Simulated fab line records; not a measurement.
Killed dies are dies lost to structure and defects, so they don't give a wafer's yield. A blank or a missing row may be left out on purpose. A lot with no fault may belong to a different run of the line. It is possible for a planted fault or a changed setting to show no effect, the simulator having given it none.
What tool caused it? + flow n5 finfet + Sampling: 15 lots, 45 wafers, 6 of 1938 route steps

== WHAT THE GAUGES READ, wafer by wafer ==
N5_BEOL_M10_CD_MEAS_18: pitch 140 nm, target cd 70 nm. Usual: 69.7 nm for cd nm, sd 0.66.
| lot  | measured     | on        | cd nm (nm)     | flag |
|------|--------------|-----------|----------------|------|
| L704 | day 9 22:19  | cd sem-01 | 69.4 70.8 69.9 |      |
| L706 | day 11 00:35 | cd sem-03 | 70.3 71.0 71.1 |      |
| L710 | day 11 13:32 | cd sem-01 | 69.6 70.3 69.4 |      |
| L708 | day 11 18:07 | cd sem-03 | 69.1 70.2 69.8 |      |
| L715 | day 13 07:42 | cd sem-01 | - - -          | OFF  |
| L716 | day 13 14:58 | cd sem-02 | - - -          | OFF  |
| L718 | day 13 18:35 | cd sem-01 | - - -          | OFF  |
| L719 | day 14 11:26 | cd sem-01 | 70.7 70.4 70.5 |      |
| L720 | day 14 16:25 | cd sem-02 | 69.5 69.7 69.5 |      |
| L721 | day 14 19:44 | cd sem-03 | 69.7 69.2 69.3 |      |
| L722 | day 14 20:04 | cd sem-03 | 70.0 69.3 69.4 |      |
| L723 | day 15 04:06 | cd sem-03 | 70.7 70.2 70.0 |      |
| L724 | day 15 15:36 | cd sem-01 | 70.3 68.6 69.5 |      |
| L725 | day 15 16:07 | cd sem-03 | 70.5 69.0 68.9 |      |
| L726 | day 16 08:14 | cd sem-01 | 69.3 69.1 68.2 |      |

== TOOL THAT RAN EACH LOT (tool first, then ch and the chambers of the sampled wafers, then the start) ==
| lot  | N5_BEOL_M9_ALD_74                   | N5_BEOL_M10_HM_DEP_02        | N5_BEOL_M10_DESCUM_16              | N5_BEOL_M10_ETCH_61                | N5_BEOL_M10_ETCH_62                |
|------|-------------------------------------|------------------------------|------------------------------------|------------------------------------|------------------------------------|
| L704 | ald metal-01 ch 0,2,3, day 9 17:20  | pvd sputter-02, day 9 21:16  | rie diel-04 ch 0,2,3, day 9 21:50  | rie diel-04 ch 0,2,3, day 9 21:53  | rie diel-04 ch 0,2,3, day 9 21:56  |
| L706 | ald metal-03 ch 0,2,3, day 10 19:42 | pvd sputter-01, day 10 23:32 | rie diel-02 ch 2,3, day 11 00:08   | rie diel-02 ch 2,3, day 11 00:10   | rie diel-02 ch 2,3, day 11 00:13   |
| L710 | ald metal-04 ch 0,2, day 11 08:38   | pvd sputter-01, day 11 12:34 | rie diel-03 ch 0,1,3, day 11 13:05 | rie diel-03 ch 0,1,3, day 11 13:07 | rie diel-03 ch 0,1,3, day 11 13:10 |
| L708 | ald metal-01 ch 0,1,2, day 11 12:54 | pvd sputter-03, day 11 17:03 | rie diel-03 ch 0,2,3, day 11 17:38 | rie diel-03 ch 0,2,3, day 11 17:40 | rie diel-03 ch 0,2,3, day 11 17:43 |
| L715 | ald metal-01 ch 0,3, day 13 02:58   | pvd sputter-03, day 13 06:46 | rie diel-02 ch 1,3, day 13 07:13   | rie diel-02 ch 1,3, day 13 07:15   | rie diel-02 ch 1,3, day 13 07:18   |
| L716 | ald metal-03 ch 0,2, day 13 11:20   | pvd sputter-03, day 13 13:50 | rie diel-03 ch 1,3, day 13 14:25   | rie diel-03 ch 1,3, day 13 14:28   | rie diel-03 ch 1,3, day 13 14:31   |
| L718 | ald metal-04 ch 0,2,3, day 13 13:06 | pvd sputter-03, day 13 17:25 | rie diel-03 ch 0,1,2, day 13 18:00 | rie diel-03 ch 0,1,2, day 13 18:02 | rie diel-03 ch 0,1,2, day 13 18:05 |
| L719 | ald metal-01 ch 0,2,3, day 14 06:37 | pvd sputter-02, day 14 10:13 | rie diel-04 ch 1,2,3, day 14 10:49 | rie diel-04 ch 1,2,3, day 14 10:51 | rie diel-04 ch 1,2,3, day 14 10:54 |
| L720 | ald metal-04 ch 0,2,3, day 14 12:19 | pvd sputter-03, day 14 15:22 | rie diel-04 ch 1,2,3, day 14 15:57 | rie diel-04 ch 1,2,3, day 14 15:59 | rie diel-04 ch 1,2,3, day 14 16:02 |
| L721 | ald metal-03 ch 2,3, day 14 15:47   | pvd sputter-02, day 14 18:40 | rie diel-04 ch 0,2,3, day 14 19:16 | rie diel-04 ch 0,2,3, day 14 19:19 | rie diel-04 ch 0,2,3, day 14 19:22 |
| L722 | ald metal-03 ch 0,1,2, day 14 16:22 | pvd sputter-02, day 14 18:59 | rie diel-04 ch 0,1,3, day 14 19:35 | rie diel-04 ch 0,1,3, day 14 19:37 | rie diel-04 ch 0,1,3, day 14 19:40 |
| L723 | ald metal-03 ch 2,3, day 15 00:06   | pvd sputter-02, day 15 02:56 | rie diel-03 ch 1,2,3, day 15 03:31 | rie diel-03 ch 1,2,3, day 15 03:33 | rie diel-03 ch 1,2,3, day 15 03:36 |
| L724 | ald metal-03 ch 1,2, day 15 06:39   | pvd sputter-02, day 15 13:14 | rie diel-02 ch 0,2,3, day 15 14:55 | rie diel-02 ch 0,2,3, day 15 14:56 | rie diel-02 ch 0,2,3, day 15 14:59 |
| L725 | ald metal-04 ch 0,1,3, day 15 09:46 | pvd sputter-03, day 15 13:27 | rie diel-02 ch 0,1,3, day 15 15:37 | rie diel-02 ch 0,1,3, day 15 15:39 | rie diel-02 ch 0,1,3, day 15 15:42 |
| L726 | ald metal-01 ch 2,3, day 16 03:53   | pvd sputter-02, day 16 07:19 | rie diel-02 ch 0,1, day 16 07:47   | rie diel-02 ch 0,1, day 16 07:49   | rie diel-02 ch 0,1, day 16 07:52   |
- N5_BEOL_M9_ALD_74: deposits TaN, target thk 2 nm, pulse time 2 s, purge time 3 s.
- N5_BEOL_M10_HM_DEP_02: deposits TiN, target thk 20 nm.
- N5_BEOL_M10_DESCUM_16: chemistry O2, time 7.9 s.
- N5_BEOL_M10_ETCH_61: etches SiARC in CF4, target depth 39 nm, time 65 s.
- N5_BEOL_M10_ETCH_62: etches SOC in N2/H2, target depth 110 nm, overetch 22 nm, time 165 s.

== AS READ BY THE TOOLS THEMSELVES (means over the sampled wafers that have a number; for cases with no such wafer, the mark the record gives instead) ==
N5_BEOL_M9_ALD_74. Usual: 399 W for heater power w, sd 46.
| lot  | tool         | heater power w (W) | flag |
|------|--------------|--------------------|------|
| L704 | ald metal-01 | 385                |      |
| L706 | ald metal-03 | 393                |      |
| L710 | ald metal-04 | 413                |      |
| L708 | ald metal-01 | 408                |      |
| L715 | ald metal-01 | 374                |      |
| L716 | ald metal-03 | 453                |      |
| L718 | ald metal-04 | 374                |      |
| L719 | ald metal-01 | 383                |      |
| L720 | ald metal-04 | 385                |      |
| L721 | ald metal-03 | 384                |      |
| L722 | ald metal-03 | 426                |      |
| L723 | ald metal-03 | 381                |      |
| L724 | ald metal-03 | 464                |      |
| L725 | ald metal-04 | 418                |      |
| L726 | ald metal-01 | 390                |      |

N5_BEOL_M10_HM_DEP_02. Usual: substrate temp c 24.99 C, standard deviation 0.12; throttle valve pct 30.0 %, standard deviation 1.2.
| lot  | tool           | substrate temp c (C) | throttle valve pct (%) | flag |
|------|----------------|----------------------|------------------------|------|
| L704 | pvd sputter-02 | 24.96                | 30.8                   |      |
| L706 | pvd sputter-01 | 25.08                | 28.9                   |      |
| L710 | pvd sputter-01 | 24.95                | 29.5                   |      |
| L708 | pvd sputter-03 | 24.98                | 29.6                   |      |
| L715 | pvd sputter-03 | 25.03                | 29.0                   |      |
| L716 | pvd sputter-03 | 24.98                | 29.6                   |      |
| L718 | pvd sputter-03 | 24.96                | 29.8                   |      |
| L719 | pvd sputter-02 | 25.04                | 30.7                   |      |
| L720 | pvd sputter-03 | 24.89                | 29.6                   |      |
| L721 | pvd sputter-02 | 24.90                | 30.9                   |      |
| L722 | pvd sputter-02 | 24.89                | 30.2                   |      |
| L723 | pvd sputter-02 | 24.97                | 30.2                   |      |
| L724 | pvd sputter-02 | 24.98                | 30.8                   |      |
| L725 | pvd sputter-03 | 25.03                | 29.6                   |      |
| L726 | pvd sputter-02 | 24.95                | 30.4                   |      |

N5_BEOL_M10_DESCUM_16. Usual: drypump motor current A 5.9 A, standard deviation 0.5; oes product au 0.83 a.u., standard deviation 0.095; rf vpp V 243.6 V, standard deviation 1.4; showerhead plenum p Torr 2.13 Torr, standard deviation 0.074; throttle valve pct 20.34 %, standard deviation 0.19.
| lot  | tool        | drypump motor current A (A) | oes product au (a.u.) | rf vpp V (V) | showerhead plenum p Torr (Torr) | throttle valve pct (%) | flag |
|------|-------------|-----------------------------|-----------------------|--------------|---------------------------------|------------------------|------|
| L704 | rie diel-04 | 6.3                         | 0.83                  | 244.4        | 2.11                            | 20.50                  |      |
| L706 | rie diel-02 | 5.5                         | 0.71                  | 243.4        | 2.11                            | 20.57                  |      |
| L710 | rie diel-03 | 5.5                         | 0.81                  | 243.7        | 2.13                            | 20.27                  |      |
| L708 | rie diel-03 | 5.6                         | 0.80                  | 243.2        | 2.13                            | 20.27                  |      |
| L715 | rie diel-02 | 6.0                         | 0.87                  | 243.6        | 2.11                            | 20.13                  |      |
| L716 | rie diel-03 | 5.6                         | 0.85                  | 244.2        | 2.18                            | 20.31                  |      |
| L718 | rie diel-03 | 5.4                         | 0.74                  | 243.7        | 2.08                            | 20.28                  |      |
| L719 | rie diel-04 | 6.1                         | 0.87                  | 243.3        | 2.13                            | 20.31                  |      |
| L720 | rie diel-04 | 6.1                         | 0.87                  | 243.8        | 2.12                            | 20.32                  |      |
| L721 | rie diel-04 | 6.2                         | 0.85                  | 245.0        | 2.18                            | 20.42                  |      |
| L722 | rie diel-04 | 6.5                         | 0.85                  | 243.6        | 2.13                            | 20.42                  |      |
| L723 | rie diel-03 | 5.5                         | 0.80                  | 243.3        | 2.13                            | 20.30                  |      |
| L724 | rie diel-02 | 5.4                         | 0.84                  | 243.6        | 2.15                            | 20.38                  |      |
| L725 | rie diel-02 | 5.7                         | 0.84                  | 243.5        | 2.14                            | 20.19                  |      |
| L726 | rie diel-02 | 5.6                         | 0.91                  | 245.1        | 2.21                            | 20.06                  |      |

N5_BEOL_M10_ETCH_61. Usual: bias w 36.00 W, standard deviation 0.11; cf4 flow sccm 100.00 sccm, standard deviation 0.3; drypump motor current A 5.9 A, standard deviation 0.5; etch rf on time s 65.1 s, standard deviation 1.7; oes product au 0.70 a.u., standard deviation 0.079; rf vpp V 184.4 V, standard deviation 1.2; showerhead plenum p Torr 2.17 Torr, standard deviation 0.073; throttle valve pct 15.50 %, standard deviation 0.19.
| lot  | tool        | bias w (W) | cf4 flow sccm (sccm) | drypump motor current A (A) | etch rf on time s (s) | oes product au (a.u.) | rf vpp V (V) | showerhead plenum p Torr (Torr) | throttle valve pct (%) | flag |
|------|-------------|------------|----------------------|-----------------------------|-----------------------|-----------------------|--------------|---------------------------------|------------------------|------|
| L704 | rie diel-04 | 35.97      | 100.16               | 6.2                         | 65.9                  | 0.70                  | 183.8        | 2.16                            | 15.65                  |      |
| L706 | rie diel-02 | 35.88      | 100.22               | 5.5                         | 64.1                  | 0.61                  | 183.9        | 2.15                            | 15.74                  |      |
| L710 | rie diel-03 | 36.03      | 99.92                | 5.5                         | 64.6                  | 0.70                  | 185.1        | 2.18                            | 15.47                  |      |
| L708 | rie diel-03 | 35.97      | 99.99                | 5.6                         | 63.9                  | 0.69                  | 185.5        | 2.17                            | 15.48                  |      |
| L715 | rie diel-02 | -          | -                    | -                           | -                     | -                     | -            | -                               | -                      | OFF  |
| L716 | rie diel-03 | -          | -                    | -                           | -                     | -                     | -            | -                               | -                      | OFF  |
| L718 | rie diel-03 | -          | -                    | -                           | -                     | -                     | -            | -                               | -                      | OFF  |
| L719 | rie diel-04 | 35.99      | 100.14               | 6.1                         | 64.7                  | 0.74                  | 184.6        | 2.17                            | 15.44                  |      |
| L720 | rie diel-04 | 35.95      | 100.22               | 6.1                         | 64.5                  | 0.74                  | 184.9        | 2.17                            | 15.45                  |      |
| L721 | rie diel-04 | 36.06      | 100.16               | 6.2                         | 65.6                  | 0.72                  | 186.2        | 2.23                            | 15.57                  |      |
| L722 | rie diel-04 | 36.05      | 100.02               | 6.5                         | 63.6                  | 0.72                  | 184.6        | 2.17                            | 15.52                  |      |
| L723 | rie diel-03 | 36.00      | 99.83                | 5.5                         | 65.6                  | 0.68                  | 184.0        | 2.18                            | 15.49                  |      |
| L724 | rie diel-02 | 35.99      | 99.98                | 5.4                         | 65.9                  | 0.71                  | 185.0        | 2.19                            | 15.49                  |      |
| L725 | rie diel-02 | 35.96      | 100.11               | 5.7                         | 66.1                  | 0.71                  | 184.5        | 2.19                            | 15.36                  |      |
| L726 | rie diel-02 | 35.98      | 100.15               | 5.6                         | 67.1                  | 0.76                  | 185.4        | 2.24                            | 15.18                  |      |

N5_BEOL_M10_ETCH_62. Usual: bias w 150.0 W, standard deviation 0.47; chamber pressure mTorr 30.001 mTorr, standard deviation 0.028; drypump motor current A 5.9 A, standard deviation 0.5; n2 flow sccm 199.9 sccm, standard deviation 0.67; oes product au 0.70 a.u., standard deviation 0.079; rf vpp V 524.9 V, standard deviation 2.7; showerhead plenum p Torr 2.58 Torr, standard deviation 0.096; throttle valve pct 17.73 %, standard deviation 0.24.
| lot  | tool        | bias w (W) | chamber pressure mTorr (mTorr) | drypump motor current A (A) | n2 flow sccm (sccm) | oes product au (a.u.) | rf vpp V (V) | showerhead plenum p Torr (Torr) | throttle valve pct (%) | flag |
|------|-------------|------------|--------------------------------|-----------------------------|---------------------|-----------------------|--------------|---------------------------------|------------------------|------|
| L704 | rie diel-04 | 150.0      | 30.005                         | 6.2                         | 200.4               | 0.70                  | 524.4        | 2.57                            | 17.87                  |      |
| L706 | rie diel-02 | 150.4      | 29.995                         | 5.5                         | 200.3               | 0.60                  | 524.8        | 2.56                            | 18.02                  |      |
| L710 | rie diel-03 | 150.0      | 29.998                         | 5.5                         | 200.4               | 0.69                  | 525.3        | 2.60                            | 17.72                  |      |
| L708 | rie diel-03 | 150.2      | 30.007                         | 5.6                         | 200.2               | 0.67                  | 524.9        | 2.58                            | 17.72                  |      |
| L715 | rie diel-02 | 150.2      | 30.018                         | 6.0                         | 199.9               | 0.33                  | 525.1        | 2.58                            | 17.59                  | OFF  |
| L716 | rie diel-03 | 149.9      | 30.011                         | 5.6                         | 199.5               | 0.32                  | 526.7        | 2.65                            | 17.57                  | OFF  |
| L718 | rie diel-03 | 150.0      | 29.986                         | 5.4                         | 200.4               | 0.28                  | 523.1        | 2.54                            | 17.68                  | OFF  |
| L719 | rie diel-04 | 149.9      | 30.018                         | 6.2                         | 199.5               | 0.73                  | 524.3        | 2.58                            | 17.63                  |      |
| L720 | rie diel-04 | 149.6      | 30.010                         | 6.1                         | 200.1               | 0.73                  | 525.2        | 2.58                            | 17.63                  |      |
| L721 | rie diel-04 | 150.0      | 30.019                         | 6.2                         | 200.0               | 0.72                  | 527.0        | 2.66                            | 17.79                  |      |
| L722 | rie diel-04 | 150.0      | 30.020                         | 6.5                         | 200.0               | 0.71                  | 524.7        | 2.58                            | 17.75                  |      |
| L723 | rie diel-03 | 150.3      | 29.997                         | 5.5                         | 199.7               | 0.67                  | 525.1        | 2.59                            | 17.64                  |      |
| L724 | rie diel-02 | 149.4      | 30.002                         | 5.4                         | 200.2               | 0.71                  | 526.1        | 2.60                            | 17.73                  |      |
| L725 | rie diel-02 | 149.8      | 30.009                         | 5.7                         | 199.9               | 0.71                  | 525.3        | 2.60                            | 17.57                  |      |
| L726 | rie diel-02 | 149.7      | 29.991                         | 5.6                         | 199.8               | 0.77                  | 526.5        | 2.66                            | 17.33                  |      |

== THE ANSWER, worked out from the rows above alone ==
Rule: take the mean of a lot's wafers that have a number; if it is more than 3 standard deviations from the usual mean, the lot is off. Also off: a lot with no number at a reading for which 4 or more lots have one. All remaining lots with rows at the step are treated as sound. First the gauges in route order, then the tools' own readings, where a lot's mean is used as printed above. The first step at which some lot is off is used, and at that step the reading that is off furthest; a lot without a number counts as furthest.
Off: L715, L716, L718 (N5_BEOL_M10_CD_MEAS_18, cd nm). Without a number there: L715, L716, L718.
A tool fits if, at a process step before that reading, it ran every lot that is off, and no sound lot after the first of them. The gauges at N5_BEOL_M10_CD_MEAS_18 aren't tried: what is off there is off at N5_BEOL_M10_ETCH_61 too, on other tools, and a gauge's error can't cause that. Not one of the candidates tried fits.

== WHAT THE SIMULATOR PUT IN ==
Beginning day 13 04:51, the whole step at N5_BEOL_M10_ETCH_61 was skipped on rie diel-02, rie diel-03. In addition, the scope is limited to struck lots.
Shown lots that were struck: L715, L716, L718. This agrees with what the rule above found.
